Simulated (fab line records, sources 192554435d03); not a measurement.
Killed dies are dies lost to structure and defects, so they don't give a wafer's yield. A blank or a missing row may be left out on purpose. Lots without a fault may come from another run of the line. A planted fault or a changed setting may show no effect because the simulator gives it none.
Chamber matching | flow n5_finfet | N5_FIN_SAQP_ETCH_57 on rie_diel-04: 4 sister chambers
The step etches SiNx in CH3F/O2, target depth 32.5 nm, time 46.4 s. 16 wafers are shown with their chamber, then 8 later ones without.

WAFERS WITH THEIR CHAMBER
wafer  | chamber | drypump_motor_current_A (A) | throttle_valve_pct (%) | showerhead_plenum_p_Torr (Torr)
L080.2 | 0       | 5.5                         | 16.24                  | 1.93
L080.4 | 3       | 5.6                         | 16.45                  | 1.98
L080.5 | 3       | 5.7                         | 16.44                  | 1.98
L084.3 | 3       | 5.6                         | 16.46                  | 1.97
L084.5 | 0       | 5.5                         | 16.27                  | 1.92
L084.6 | 1       | 6.1                         | 15.99                  | 1.95
L085.1 | 2       | 5.8                         | 16.54                  | 1.99
L085.2 | 3       | 5.6                         | 16.46                  | 1.97
L085.5 | 2       | 5.8                         | 16.53                  | 1.99
L088.2 | 0       | 5.5                         | 16.27                  | 1.92
L088.5 | 0       | 5.5                         | 16.27                  | 1.92
L088.6 | 3       | 5.7                         | 16.48                  | 1.97
L089.2 | 1       | 6.1                         | 16.04                  | 1.95
L089.3 | 3       | 5.7                         | 16.48                  | 1.97
L089.6 | 1       | 6.1                         | 16.03                  | 1.95
L090.1 | 3       | 5.6                         | 16.47                  | 1.97

SIGNATURES (means of the wafers above)
reading                  | chamber 0 | chamber 1 | chamber 2 | chamber 3 | scatter within a chamber
drypump_motor_current_A  | 5.500     | 6.100     | 5.800     | 5.643     | 0.0378
throttle_valve_pct       | 16.2625   | 16.0200   | 16.5350   | 16.4629   | 0.017
showerhead_plenum_p_Torr | 1.9225    | 1.9500    | 1.9900    | 1.9729    | 0.00426
Rule: a wafer's distance from a chamber is the root of the sum, over the readings, of the square of ((its reading less the chamber's mean) divided by the reading's scatter). The wafer belongs to the nearest chamber; if the next one is less than 2 further off, it can't be placed. The scatter: the root of (the sum of the squares of (reading less its chamber's mean) over the shown wafers, divided by (wafers less chambers)).

WAFERS WITHOUT THEIR CHAMBER
wafer  | drypump_motor_current_A (A) | throttle_valve_pct (%) | showerhead_plenum_p_Torr (Torr)
L090.2 | 6.1                         | 16.02                  | 1.95
L090.3 | 5.5                         | 16.29                  | 1.92
L092.1 | 5.6                         | 16.49                  | 1.97
L092.4 | 5.5                         | 16.30                  | 1.92
L092.6 | 5.8                         | 16.57                  | 1.98
L093.1 | 5.8                         | 16.58                  | 1.98
L093.3 | 5.6                         | 16.51                  | 1.97
L093.5 | 5.8                         | 16.59                  | 1.98

WHICH CHAMBER EACH WENT THROUGH
wafer  | from the rows above | in truth
L090.2 | 1                   | 1
L090.3 | 0                   | 0
L092.1 | 3                   | 3
L092.4 | 0                   | 0
L092.6 | 2                   | 2
L093.1 | 2                   | 2
L093.3 | 3                   | 3
L093.5 | 2                   | 2
Placed correctly: 8 of 8. Can't be placed from these rows: 0. Placed wrongly: 0.
